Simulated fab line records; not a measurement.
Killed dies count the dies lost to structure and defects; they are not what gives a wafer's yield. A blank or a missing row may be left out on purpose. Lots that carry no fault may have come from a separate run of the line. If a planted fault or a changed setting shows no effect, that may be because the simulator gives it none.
Which tool did it? + flow nand harc + 72 wafers from 24 lots sampled at 6 of the route's 1302 steps

## WHAT THE GAUGES SHOWED, per wafer
No reading from a measuring or inspecting step in the record can be judged against a usual standard deviation.

## EACH LOT AND THE TOOL THAT RAN IT (in order: tool; ch and the chambers of the sampled wafers; start)
| lot  | NHARC_A_CHANNEL_HOLE_D2_ETCH_16               | NHARC_A_CHANNEL_HOLE_D2_ETCH_24  | NHARC_A_CHANNEL_HOLE_D2_ETCH_26  | NHARC_A_CHANNEL_FILL_D2_ETCHBACK_20 | NHARC_A_STAIRCASE_ETCH_25                     | NHARC_A_STAIRCASE_TRIM_196         |
|------|-----------------------------------------------|----------------------------------|----------------------------------|-------------------------------------|-----------------------------------------------|------------------------------------|
| L074 | rie diel-13 ch 0,1,3, day 13 07:16 or earlier | har etch-02 ch 0,1, day 13 07:16 | har etch-02 ch 0,1, day 13 08:54 | rie diel-02 ch 0,1, day 14 13:13    | rie diel-12 ch 0,1,2, day 15 21:25 or earlier | rie diel-05 ch 1,2, day 15 21:25   |
| L075 | rie diel-10 ch 0,1,2, day 13 08:13 or earlier | har etch-01 ch 0,1, day 13 08:13 | har etch-01 ch 0,1, day 13 09:47 | rie diel-11 ch 0,1,2, day 14 13:12  | rie diel-05 ch 0,1,2, day 15 21:50 or earlier | rie diel-09 ch 1,2,3, day 15 21:50 |
| L076 | rie diel-10 ch 0,1,2, day 14 05:41 or earlier | har etch-01 ch 0,1, day 14 05:41 | har etch-01 ch 0,1, day 14 07:20 | rie diel-11 ch 0,1,2, day 15 09:48  | rie diel-12 ch 0,1,3, day 16 20:07 or earlier | rie diel-05 ch 1,2,3, day 16 20:07 |
| L078 | rie diel-07 ch 0,2, day 14 19:25 or earlier   | har etch-02 ch 0,1, day 14 19:25 | har etch-02 ch 0,1, day 14 20:58 | rie diel-11 ch 0,2, day 15 23:29    | rie diel-05 ch 1,3, day 17 06:56 or earlier   | rie diel-09 ch 0,1,2, day 17 06:56 |
| L077 | rie diel-13 ch 1,2, day 15 00:53 or earlier   | har etch-01 ch 0,1, day 15 00:53 | har etch-01 ch 0,1, day 15 02:25 | rie diel-04 ch 1,3, day 16 04:52    | rie diel-09 ch 0,1, day 17 13:04 or earlier   | rie diel-09 ch 1,2, day 17 13:04   |
| L079 | rie diel-07 ch 0,1,3, day 15 16:43 or earlier | har etch-02 ch 0,1, day 15 16:43 | har etch-02 ch 0,1, day 15 18:21 | rie diel-04 ch 1,2,3, day 16 20:39  | rie diel-09 ch 0,2,3, day 18 05:20 or earlier | rie diel-12 ch 0,1,3, day 18 05:20 |
| L080 | rie diel-10 ch 0,2,3, day 15 18:56 or earlier | har etch-01 ch 0,1, day 15 18:56 | har etch-01 ch 0,1, day 15 20:36 | rie diel-02 ch 1,3, day 16 20:39    | rie diel-09 ch 1,2,3, day 18 05:29 or earlier | rie diel-12 ch 0,1, day 18 05:29   |
| L081 | rie diel-07 ch 0,1,2, day 16 05:09 or earlier | har etch-01 ch 0,1, day 16 05:09 | har etch-01 ch 0,1, day 16 06:48 | rie diel-02 ch 0,1,2, day 17 09:25  | rie diel-09 ch 1,2,3, day 18 16:54 or earlier | rie diel-09 ch 0,1,2, day 18 16:54 |
| L082 | rie diel-07 ch 1,2,3, day 16 13:22 or earlier | har etch-01 ch 0,1, day 16 13:22 | har etch-01 ch 0,1, day 16 14:50 | rie diel-11 ch 0,2,3, day 17 16:40  | rie diel-12 ch 0,1, day 19 00:59 or earlier   | rie diel-12 ch 0,1,3, day 19 00:59 |
| L083 | rie diel-07 ch 0,2,3, day 17 01:47 or earlier | har etch-01 ch 0,1, day 17 01:47 | har etch-01 ch 0,1, day 17 03:09 | rie diel-04 ch 1,2,3, day 18 05:58  | rie diel-05 ch 2,3, day 19 14:35 or earlier   | rie diel-05 ch 1,2,3, day 19 14:35 |
| L084 | rie diel-10 ch 2,3, day 17 15:25 or earlier   | har etch-02 ch 0,1, day 17 15:25 | har etch-02 ch 0,1, day 17 16:59 | rie diel-11 ch 0,3, day 18 19:08    | rie diel-12 ch 0,3, day 20 04:46 or earlier   | rie diel-05 ch 0,3, day 20 04:46   |
| L085 | rie diel-10 ch 1,2, day 17 17:16 or earlier   | har etch-01 ch 0,1, day 17 17:16 | har etch-01 ch 0,1, day 17 18:43 | rie diel-04 ch 1,2,3, day 18 19:07  | rie diel-09 ch 0,1,3, day 20 04:27 or earlier | rie diel-05 ch 1,3, day 20 04:27   |
| L086 | rie diel-07 ch 0,3, day 18 15:33 or earlier   | har etch-02 ch 0, day 18 15:33   | har etch-02 ch 0, day 18 17:12   | rie diel-04 ch 0,2,3, day 19 22:41  | rie diel-05 ch 0,3, day 21 08:19 or earlier   | rie diel-12 ch 1,2, day 21 08:19   |
| L087 | rie diel-13 ch 0,1, day 19 10:58              | har etch-02 ch 0,1, day 19 13:53 | har etch-02 ch 0,1, day 19 15:25 | rie diel-11 ch 1,2, day 20 17:18    | rie diel-12 ch 1,2,3, day 22 07:41 or earlier | rie diel-09 ch 0,2,3, day 22 07:41 |
| L088 | rie diel-13 ch 0,2,3, day 19 17:50 or earlier | har etch-01 ch 0,1, day 19 17:50 | har etch-01 ch 0,1, day 19 19:29 | rie diel-11 ch 0,2,3, day 20 23:50  | rie diel-09 ch 0,1,3, day 22 09:08 or earlier | rie diel-09 ch 0,1,2, day 22 09:08 |
| L089 | rie diel-07 ch 0,1,2, day 19 22:08 or earlier | har etch-01 ch 0,1, day 19 22:08 | har etch-01 ch 0,1, day 19 23:41 | rie diel-04 ch 0,1,2, day 20 23:51  | rie diel-05 ch 0,1,3, day 22 08:29 or earlier | rie diel-05 ch 1,2,3, day 22 08:29 |
| L090 | rie diel-10 ch 0,2,3, day 20 04:25 or earlier | har etch-02 ch 0,1, day 20 04:25 | har etch-02 ch 0,1, day 20 06:03 | rie diel-11 ch 0,1,3, day 21 09:15  | rie diel-12 ch 1,2,3, day 23 00:17 or earlier | rie diel-12 ch 0,1,2, day 23 00:17 |
| L091 | rie diel-10 ch 2,3, day 20 13:11 or earlier   | har etch-01 ch 0,1, day 20 13:11 | har etch-01 ch 0,1, day 20 14:49 | rie diel-04 ch 0,2, day 21 17:08    | rie diel-12 ch 0,1,3, day 23 00:26 or earlier | rie diel-09 ch 2,3, day 23 00:26   |
| L092 | rie diel-13 ch 0,1,2, day 21 03:28 or earlier | har etch-02 ch 0,1, day 21 03:28 | har etch-02 ch 0,1, day 21 05:06 | rie diel-11 ch 0,1,2, day 22 07:55  | rie diel-09 ch 0,1,3, day 23 16:19 or earlier | rie diel-09 ch 0,1, day 23 16:19   |
| L093 | rie diel-13 ch 1,2,3, day 21 07:05 or earlier | har etch-01 ch 0,1, day 21 07:05 | har etch-01 ch 0,1, day 21 08:31 | rie diel-04 ch 1,3, day 22 11:54    | rie diel-09 ch 2,3, day 23 17:01              | rie diel-12 ch 1,2, day 23 20:04   |
| L094 | rie diel-07 ch 0,1,3, day 21 10:58 or earlier | har etch-01 ch 0,1, day 21 10:58 | har etch-01 ch 0,1, day 21 12:37 | rie diel-11 ch 0,1,2, day 22 17:14  | rie diel-12 ch 2,3, day 24 02:17 or earlier   | rie diel-12 ch 2,3, day 24 02:17   |
| L095 | rie diel-13 ch 2,3, day 22 05:55 or earlier   | har etch-02 ch 0,1, day 22 05:55 | har etch-02 ch 0,1, day 22 07:23 | rie diel-04 ch 0,1,2, day 23 14:44  | rie diel-12 ch 0,1, day 25 05:08 or earlier   | rie diel-05 ch 0,1,3, day 25 05:08 |
| L096 | rie diel-10 ch 0,1,2, day 22 09:25 or earlier | har etch-01 ch 0,1, day 22 09:25 | har etch-01 ch 0,1, day 22 11:04 | rie diel-11 ch 1,2, day 23 14:43    | rie diel-09 ch 0,2,3, day 24 21:29 or earlier | rie diel-12 ch 0,2, day 24 21:29   |
| L097 | rie diel-07 ch 0,2, day 23 09:23 or earlier   | har etch-02 ch 0,1, day 23 09:23 | har etch-02 ch 0,1, day 23 11:02 | rie diel-04 ch 1,2,3, day 24 15:11  | rie diel-09 ch 1,2,3, day 25 23:38 or earlier | rie diel-05 ch 1,3, day 25 23:38   |
- NHARC_A_CHANNEL_HOLE_D2_ETCH_16: etches the open film in O2/COS, target depth 3100 nm, time 806 s.
- NHARC_A_CHANNEL_HOLE_D2_ETCH_24: etches the open film in C4F8/O2/Ar, time 906.2 s, target depth 1500 nm.
- NHARC_A_CHANNEL_HOLE_D2_ETCH_26: etches the open film in C4F8/O2/Ar, time 224.1 s, target depth 300 nm.
- NHARC_A_CHANNEL_FILL_D2_ETCHBACK_20: etches the open film in C4F8/O2/Ar, target depth 27 nm, time 13.5 s.
- NHARC_A_STAIRCASE_ETCH_25: etches the open film in C4F8/O2, target depth 100 nm, time 40.5 s.
- NHARC_A_STAIRCASE_TRIM_196: chemistry O2, time 211.2 s.

## WHAT THE TOOLS THEMSELVES READ (means of the sampled wafers that have a number; where no wafer has one, the mark that the record gives instead)
NHARC_A_CHANNEL_HOLE_D2_ETCH_16. Usual: drypump motor current A 5.8 A, standard deviation 0.42; oes product au 0.999 a.u., standard deviation 0.012; rf vpp V 312.7 V, standard deviation 2; showerhead plenum p Torr 3.03 Torr, standard deviation 0.13; throttle valve pct 28.329 %, standard deviation 0.0084.
| lot  | tool        | drypump motor current A (A) | oes product au (a.u.) | rf vpp V (V) | showerhead plenum p Torr (Torr) | throttle valve pct (%) | flag |
|------|-------------|-----------------------------|-----------------------|--------------|---------------------------------|------------------------|------|
| L074 | rie diel-13 | 5.8                         | 1.000                 | 312.8        | 2.95                            | 28.335                 |      |
| L075 | rie diel-10 | 6.0                         | 1.014                 | 313.1        | 3.04                            | 28.327                 |      |
| L076 | rie diel-10 | 6.0                         | 0.998                 | 313.3        | 3.04                            | 28.334                 |      |
| L078 | rie diel-07 | 6.0                         | 0.986                 | 314.8        | 3.22                            | 28.325                 |      |
| L077 | rie diel-13 | 6.0                         | 1.008                 | 311.7        | 2.94                            | 28.330                 |      |
| L079 | rie diel-07 | 5.6                         | 1.005                 | 311.6        | 2.97                            | 28.332                 |      |
| L080 | rie diel-10 | 5.8                         | 1.003                 | 313.8        | 3.05                            | 28.326                 |      |
| L081 | rie diel-07 | 5.7                         | 1.007                 | 313.8        | 3.09                            | 28.333                 |      |
| L082 | rie diel-07 | 5.5                         | 1.004                 | 313.2        | 3.08                            | 28.328                 |      |
| L083 | rie diel-07 | 5.9                         | 1.000                 | 314.1        | 3.10                            | 28.327                 |      |
| L084 | rie diel-10 | 5.8                         | 1.006                 | 314.1        | 3.08                            | 28.319                 |      |
| L085 | rie diel-10 | 6.1                         | 0.989                 | 312.8        | 3.12                            | 28.332                 |      |
| L086 | rie diel-07 | 6.0                         | 0.981                 | 311.6        | 2.99                            | 28.323                 |      |
| L087 | rie diel-13 | 5.5                         | 1.006                 | 312.1        | 2.95                            | 28.328                 |      |
| L088 | rie diel-13 | 5.9                         | 0.999                 | 311.9        | 2.94                            | 28.319                 |      |
| L089 | rie diel-07 | 5.7                         | 0.990                 | 313.5        | 3.08                            | 28.327                 |      |
| L090 | rie diel-10 | 5.8                         | 1.004                 | 312.1        | 3.05                            | 28.326                 |      |
| L091 | rie diel-10 | 5.8                         | 0.996                 | 313.8        | 3.15                            | 28.329                 |      |
| L092 | rie diel-13 | 5.7                         | 1.006                 | 311.3        | 2.94                            | 28.319                 |      |
| L093 | rie diel-13 | 6.2                         | 0.997                 | 311.8        | 2.93                            | 28.321                 |      |
| L094 | rie diel-07 | 5.6                         | 0.988                 | 312.5        | 2.96                            | 28.335                 |      |
| L095 | rie diel-13 | 6.4                         | 0.997                 | 311.7        | 2.93                            | 28.332                 |      |
| L096 | rie diel-10 | 6.0                         | 0.997                 | 312.3        | 3.03                            | 28.326                 |      |
| L097 | rie diel-07 | 6.0                         | 1.014                 | 314.5        | 3.21                            | 28.332                 |      |

NHARC_A_CHANNEL_HOLE_D2_ETCH_24. Usual: drypump motor current A 5.5 A, standard deviation 0.4; showerhead plenum p Torr 3.64 Torr, standard deviation 0.14; throttle valve pct 32.235 %, standard deviation 0.0093.
| lot  | tool        | drypump motor current A (A) | showerhead plenum p Torr (Torr) | throttle valve pct (%) | flag |
|------|-------------|-----------------------------|---------------------------------|------------------------|------|
| L074 | har etch-02 | 5.6                         | 3.66                            | 32.236                 |      |
| L075 | har etch-01 | 5.5                         | 3.58                            | 32.234                 |      |
| L076 | har etch-01 | 5.7                         | 3.63                            | 32.235                 |      |
| L078 | har etch-02 | 5.6                         | 3.65                            | 32.234                 |      |
| L077 | har etch-01 | 5.7                         | 3.62                            | 32.246                 |      |
| L079 | har etch-02 | 5.6                         | 3.64                            | 32.233                 |      |
| L080 | har etch-01 | 5.7                         | 3.62                            | 32.240                 |      |
| L081 | har etch-01 | 5.5                         | 3.56                            | 32.240                 |      |
| L082 | har etch-01 | 5.5                         | 3.56                            | 32.230                 |      |
| L083 | har etch-01 | 5.7                         | 3.61                            | 32.242                 |      |
| L084 | har etch-02 | 5.6                         | 3.78                            | 32.221                 |      |
| L085 | har etch-01 | 5.5                         | 3.54                            | 32.239                 |      |
| L086 | har etch-02 | 5.9                         | 3.69                            | 32.238                 |      |
| L087 | har etch-02 | 5.6                         | 3.76                            | 32.239                 |      |
| L088 | har etch-01 | 5.7                         | 3.58                            | 32.230                 |      |
| L089 | har etch-01 | 5.7                         | 3.58                            | 32.245                 |      |
| L090 | har etch-02 | 5.6                         | 3.76                            | 32.225                 |      |
| L091 | har etch-01 | 5.5                         | 3.52                            | 32.234                 |      |
| L092 | har etch-02 | 5.6                         | 3.75                            | 32.238                 |      |
| L093 | har etch-01 | 5.5                         | 3.52                            | 32.231                 |      |
| L094 | har etch-01 | 5.5                         | 3.51                            | 32.238                 |      |
| L095 | har etch-02 | 5.2                         | 3.82                            | 32.236                 |      |
| L096 | har etch-01 | 5.5                         | 3.51                            | 32.227                 |      |
| L097 | har etch-02 | 5.3                         | 3.81                            | 32.232                 |      |

NHARC_A_CHANNEL_HOLE_D2_ETCH_26. Usual: drypump motor current A 5.5 A, standard deviation 0.39; showerhead plenum p Torr 3.69 Torr, standard deviation 0.15; throttle valve pct 24.584 %, standard deviation 0.01.
| lot  | tool        | drypump motor current A (A) | showerhead plenum p Torr (Torr) | throttle valve pct (%) | flag |
|------|-------------|-----------------------------|---------------------------------|------------------------|------|
| L074 | har etch-02 | 5.6                         | 3.70                            | 24.577                 |      |
| L075 | har etch-01 | 5.5                         | 3.62                            | 24.575                 |      |
| L076 | har etch-01 | 5.7                         | 3.68                            | 24.586                 |      |
| L078 | har etch-02 | 5.6                         | 3.69                            | 24.588                 |      |
| L077 | har etch-01 | 5.7                         | 3.67                            | 24.596                 |      |
| L079 | har etch-02 | 5.6                         | 3.68                            | 24.598                 |      |
| L080 | har etch-01 | 5.7                         | 3.66                            | 24.581                 |      |
| L081 | har etch-01 | 5.5                         | 3.60                            | 24.585                 |      |
| L082 | har etch-01 | 5.5                         | 3.59                            | 24.578                 |      |
| L083 | har etch-01 | 5.7                         | 3.65                            | 24.597                 |      |
| L084 | har etch-02 | 5.6                         | 3.83                            | 24.587                 |      |
| L085 | har etch-01 | 5.5                         | 3.58                            | 24.584                 |      |
| L086 | har etch-02 | 5.9                         | 3.74                            | 24.575                 |      |
| L087 | har etch-02 | 5.6                         | 3.82                            | 24.575                 |      |
| L088 | har etch-01 | 5.7                         | 3.63                            | 24.576                 |      |
| L089 | har etch-01 | 5.7                         | 3.63                            | 24.582                 |      |
| L090 | har etch-02 | 5.6                         | 3.81                            | 24.583                 |      |
| L091 | har etch-01 | 5.5                         | 3.56                            | 24.584                 |      |
| L092 | har etch-02 | 5.6                         | 3.80                            | 24.590                 |      |
| L093 | har etch-01 | 5.5                         | 3.55                            | 24.580                 |      |
| L094 | har etch-01 | 5.5                         | 3.55                            | 24.575                 |      |
| L095 | har etch-02 | 5.2                         | 3.87                            | 24.586                 |      |
| L096 | har etch-01 | 5.5                         | 3.54                            | 24.586                 |      |
| L097 | har etch-02 | 5.2                         | 3.86                            | 24.582                 |      |

NHARC_A_CHANNEL_FILL_D2_ETCHBACK_20. Usual: oes product au 0.983 a.u., standard deviation 0.028; rf vpp V 977 V, standard deviation 5.7.
| lot  | tool        | oes product au (a.u.) | rf vpp V (V) | flag |
|------|-------------|-----------------------|--------------|------|
| L074 | rie diel-02 | 0.907                 | 972          |      |
| L075 | rie diel-11 | 0.987                 | 981          |      |
| L076 | rie diel-11 | 0.996                 | 981          |      |
| L078 | rie diel-11 | 0.991                 | 984          |      |
| L077 | rie diel-04 | 0.987                 | 972          |      |
| L079 | rie diel-04 | 0.981                 | 973          |      |
| L080 | rie diel-02 | 0.987                 | 969          |      |
| L081 | rie diel-02 | 0.994                 | 974          |      |
| L082 | rie diel-11 | 0.981                 | 980          |      |
| L083 | rie diel-04 | 0.923                 | 974          |      |
| L084 | rie diel-11 | 0.984                 | 980          |      |
| L085 | rie diel-04 | 0.996                 | 974          |      |
| L086 | rie diel-04 | 1.008                 | 977          |      |
| L087 | rie diel-11 | 0.989                 | 977          |      |
| L088 | rie diel-11 | 1.006                 | 981          |      |
| L089 | rie diel-04 | 0.998                 | 979          |      |
| L090 | rie diel-11 | 0.996                 | 980          |      |
| L091 | rie diel-04 | 0.996                 | 983          |      |
| L092 | rie diel-11 | 0.994                 | 980          |      |
| L093 | rie diel-04 | 0.981                 | 971          |      |
| L094 | rie diel-11 | 0.998                 | 979          |      |
| L095 | rie diel-04 | 0.989                 | 979          |      |
| L096 | rie diel-11 | 0.964                 | 977          |      |
| L097 | rie diel-04 | 0.931                 | 972          |      |

NHARC_A_STAIRCASE_ETCH_25. Usual: oes product au 0.949 a.u., standard deviation 0.018; rf vpp V 897 V, standard deviation 5.8.
| lot  | tool        | oes product au (a.u.) | rf vpp V (V) | flag |
|------|-------------|-----------------------|--------------|------|
| L074 | rie diel-12 | 0.953                 | 902          |      |
| L075 | rie diel-05 | 0.946                 | 894          |      |
| L076 | rie diel-12 | 0.926                 | 900          |      |
| L078 | rie diel-05 | 0.927                 | 891          |      |
| L077 | rie diel-09 | 0.963                 | 895          |      |
| L079 | rie diel-09 | 0.941                 | 897          |      |
| L080 | rie diel-09 | 0.943                 | 902          |      |
| L081 | rie diel-09 | 0.940                 | 902          |      |
| L082 | rie diel-12 | 0.952                 | 904          |      |
| L083 | rie diel-05 | 0.945                 | 893          |      |
| L084 | rie diel-12 | 0.960                 | 898          |      |
| L085 | rie diel-09 | 0.952                 | 897          |      |
| L086 | rie diel-05 | 0.943                 | 895          |      |
| L087 | rie diel-12 | 0.948                 | 897          |      |
| L088 | rie diel-09 | 0.951                 | 896          |      |
| L089 | rie diel-05 | 0.933                 | 892          |      |
| L090 | rie diel-12 | 0.948                 | 897          |      |
| L091 | rie diel-12 | 0.957                 | 899          |      |
| L092 | rie diel-09 | 0.944                 | 896          |      |
| L093 | rie diel-09 | 0.996                 | 898          |      |
| L094 | rie diel-12 | 0.954                 | 895          |      |
| L095 | rie diel-12 | 0.955                 | 903          |      |
| L096 | rie diel-09 | 0.948                 | 896          |      |
| L097 | rie diel-09 | 0.940                 | 900          |      |

NHARC_A_STAIRCASE_TRIM_196. Usual: drypump motor current A 5.7 A, standard deviation 0.5; oes product au 1.003 a.u., standard deviation 0.012; rf vpp V 57.8 V, standard deviation 0.88; showerhead plenum p Torr 3.55 Torr, standard deviation 0.16; throttle valve pct 17.038 %, standard deviation 0.0084.
| lot  | tool        | drypump motor current A (A) | oes product au (a.u.) | rf vpp V (V) | showerhead plenum p Torr (Torr) | throttle valve pct (%) | flag |
|------|-------------|-----------------------------|-----------------------|--------------|---------------------------------|------------------------|------|
| L074 | rie diel-05 | 6.3                         | 1.002                 | 57.4         | 3.46                            | 17.037                 |      |
| L075 | rie diel-09 | 6.0                         | 0.994                 | 58.9         | 3.69                            | 17.048                 |      |
| L076 | rie diel-05 | 5.8                         | 0.997                 | 57.2         | 3.42                            | 17.037                 |      |
| L078 | rie diel-09 | 6.1                         | 1.003                 | 56.9         | 3.62                            | 17.036                 |      |
| L077 | rie diel-09 | 6.2                         | 1.002                 | 57.6         | 3.74                            | 17.045                 |      |
| L079 | rie diel-12 | 5.5                         | 1.007                 | 57.6         | 3.62                            | 17.030                 |      |
| L080 | rie diel-12 | 5.8                         | 0.994                 | 58.2         | 3.74                            | 17.033                 |      |
| L081 | rie diel-09 | 6.1                         | 1.004                 | 59.0         | 3.61                            | 17.039                 |      |
| L082 | rie diel-12 | 5.5                         | 1.008                 | 58.9         | 3.62                            | 17.033                 |      |
| L083 | rie diel-05 | 5.7                         | 0.986                 | 57.0         | 3.41                            | 17.033                 |      |
| L084 | rie diel-05 | 5.4                         | 1.012                 | 57.2         | 3.51                            | 17.032                 |      |
| L085 | rie diel-05 | 5.3                         | 0.987                 | 58.3         | 3.37                            | 17.038                 |      |
| L086 | rie diel-12 | 5.4                         | 1.013                 | 57.9         | 3.65                            | 17.048                 |      |
| L087 | rie diel-09 | 6.0                         | 0.998                 | 57.3         | 3.54                            | 17.042                 |      |
| L088 | rie diel-09 | 6.1                         | 0.998                 | 58.3         | 3.60                            | 17.041                 |      |
| L089 | rie diel-05 | 5.8                         | 1.002                 | 58.3         | 3.40                            | 17.048                 |      |
| L090 | rie diel-12 | 5.7                         | 1.009                 | 57.7         | 3.68                            | 17.046                 |      |
| L091 | rie diel-09 | 6.0                         | 0.997                 | 57.8         | 3.67                            | 17.035                 |      |
| L092 | rie diel-09 | 6.1                         | 1.009                 | 57.5         | 3.46                            | 17.030                 |      |
| L093 | rie diel-12 | 5.5                         | 1.008                 | 58.1         | 3.64                            | 17.037                 |      |
| L094 | rie diel-12 | 5.3                         | 1.010                 | 57.8         | 3.42                            | 17.033                 |      |
| L095 | rie diel-05 | 5.3                         | 1.003                 | 57.8         | 3.42                            | 17.037                 |      |
| L096 | rie diel-12 | 5.9                         | 1.008                 | 57.9         | 3.66                            | 17.039                 |      |
| L097 | rie diel-05 | 5.3                         | 1.004                 | 57.2         | 3.36                            | 17.035                 |      |

## THE ANSWER, worked out from the rows above alone
Rule: a lot is off if the mean of its wafers that have a number lies more than 3 standard deviations from the usual mean. A lot without any number at a reading at which 4 lots or more have one is off too. The other lots that the step has rows for count as sound. The gauges are gone through in route order, then the tools' own readings, and for those a lot's mean is taken as printed above. At the first step where some lot is off, the reading lying furthest off is the one used; lots without a number count as furthest.
Across all readings shown, no lot is off: no conclusion can be drawn from this.

## WHAT THE SIMULATOR HAD INSERTED
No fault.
